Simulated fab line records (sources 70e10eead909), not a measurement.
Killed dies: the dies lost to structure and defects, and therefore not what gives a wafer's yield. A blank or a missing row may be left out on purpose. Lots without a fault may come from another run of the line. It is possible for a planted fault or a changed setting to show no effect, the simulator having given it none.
Matching of chambers -- flow nandHarc -- NHARC_A_STAIRCASE_DESCUM_312 on rieDiel-09: 4 sister chambers
The step chemistry O2, time 3 s. 18 wafers are shown with their chamber, then 9 later ones without.

## WAFERS PAIRED WITH THEIR CHAMBERS
wafer,chamber,drypumpMotorCurrentA (A),showerheadPlenumPTorr (Torr),oesProductAu (a.u.)
L078.2,3,5.9,1.81,0.989
L078.4,1,6.1,1.97,1.001
L078.5,0,5.2,1.89,0.998
L077.1,1,6.2,1.97,1.005
L077.5,3,5.9,1.81,0.989
L077.6,0,5.2,1.89,0.998
L080.4,0,5.2,1.89,1.004
L080.5,3,5.9,1.81,0.994
L080.6,2,5.7,1.98,1.020
L082.4,2,5.7,1.98,1.023
L082.5,2,5.7,1.98,1.019
L082.6,3,5.9,1.81,1.009
L084.2,1,6.1,1.96,1.011
L084.3,0,5.2,1.88,1.014
L084.6,1,6.2,1.96,1.009
L093.1,0,5.2,1.87,0.995
L093.4,1,6.1,1.96,1.008
L093.5,1,6.2,1.96,1.019

SIGNATURES (averages over the wafers above)
reading,chamber 0,chamber 1,chamber 2,chamber 3,scatter within a chamber
drypumpMotorCurrentA,5.200,6.150,5.700,5.900,0.0327
showerheadPlenumPTorr,1.8840,1.9633,1.9800,1.8100,0.00569
oesProductAu,1.00180,1.00883,1.02067,0.99525,0.00703
Rule: a wafer's distance from a chamber is the root of the sum, over the readings, of the square of ((its reading less the chamber's mean) divided by the reading's scatter). If the next closest chamber is less than 2 further off than the closest, the wafer can't be placed; otherwise it belongs to the closest. The scatter is the square root of a quotient: the sum, over the shown wafers, of each reading's squared deviation from its chamber's mean, divided by wafers minus chambers.

## WAFERS WHOSE CHAMBER IS MISSING
wafer,drypumpMotorCurrentA (A),showerheadPlenumPTorr (Torr),oesProductAu (a.u.)
L095.2,5.2,1.87,1.003
L095.4,6.2,1.96,1.024
L095.5,6.2,1.96,1.015
L096.1,5.7,1.97,1.003
L096.4,5.9,1.80,1.007
L096.5,5.2,1.87,1.001
L097.2,6.2,1.95,0.997
L097.3,5.7,1.97,1.002
L097.6,5.2,1.87,0.996

## EACH ONE'S CHAMBER
wafer,from the rows above,in truth
L095.2,0,0
L095.4,1,1
L095.5,1,1
L096.1,2,2
L096.4,3,3
L096.5,0,0
L097.2,1,1
L097.3,2,2
L097.6,0,0
Placed correctly: 9 of 9. From these rows, 0 cannot be placed. Placed wrongly: 0.
